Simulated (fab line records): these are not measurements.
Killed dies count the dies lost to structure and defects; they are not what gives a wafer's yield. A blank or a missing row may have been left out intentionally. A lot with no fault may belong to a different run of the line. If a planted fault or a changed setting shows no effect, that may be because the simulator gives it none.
Matching of chambers	flow n5-finfet	4 sister chambers for N5_BEOL_M11_STRIP_67 on rie-diel-01
The step strips in CF4. 8 wafers are shown with their chamber, then 7 later ones without.

## EACH WAFER AND ITS CHAMBER
wafer	chamber	showerhead-plenum-p-Torr (Torr)	drypump-motor-current-A (A)
L078.2	1	1.71	5.9
L077.2	0	1.83	5.8
L077.5	2	1.85	6.3
L086.2	3	1.72	5.7
L086.4	0	1.83	5.8
L086.5	1	1.71	5.9
L089.3	3	1.72	5.7
L089.4	2	1.84	6.4

## WAFERS WHOSE CHAMBER IS MISSING
wafer	showerhead-plenum-p-Torr (Torr)	drypump-motor-current-A (A)
L089.5	1.84	6.4
L091.2	1.82	5.8
L091.4	1.84	6.4
L091.5	1.84	6.3
L096.1	1.72	5.7
L096.2	1.84	6.3
L096.5	1.70	5.9

## EACH ONE'S CHAMBER
wafer	from the rows above	in truth
L089.5	2	2
L091.2	0	0
L091.4	2	2
L091.5	2	2
L096.1	3	3
L096.2	2	2
L096.5	1	1
Placed correctly: 7 of 7. Left unplaced by these rows: 0. 0 placed wrongly.
How it was worked out, from the rows above alone: a wafer's distance from a chamber is the root of the sum, over the readings, of the square of ((its reading less the chamber's mean) divided by the reading's scatter). The wafer belongs to the nearest chamber; if the next one is less than 2 further off, it can't be placed. A chamber's mean is the mean of its shown wafers. The scatter: the root of (the sum of the squares of (reading less its chamber's mean) over the shown wafers, divided by (wafers less chambers)).
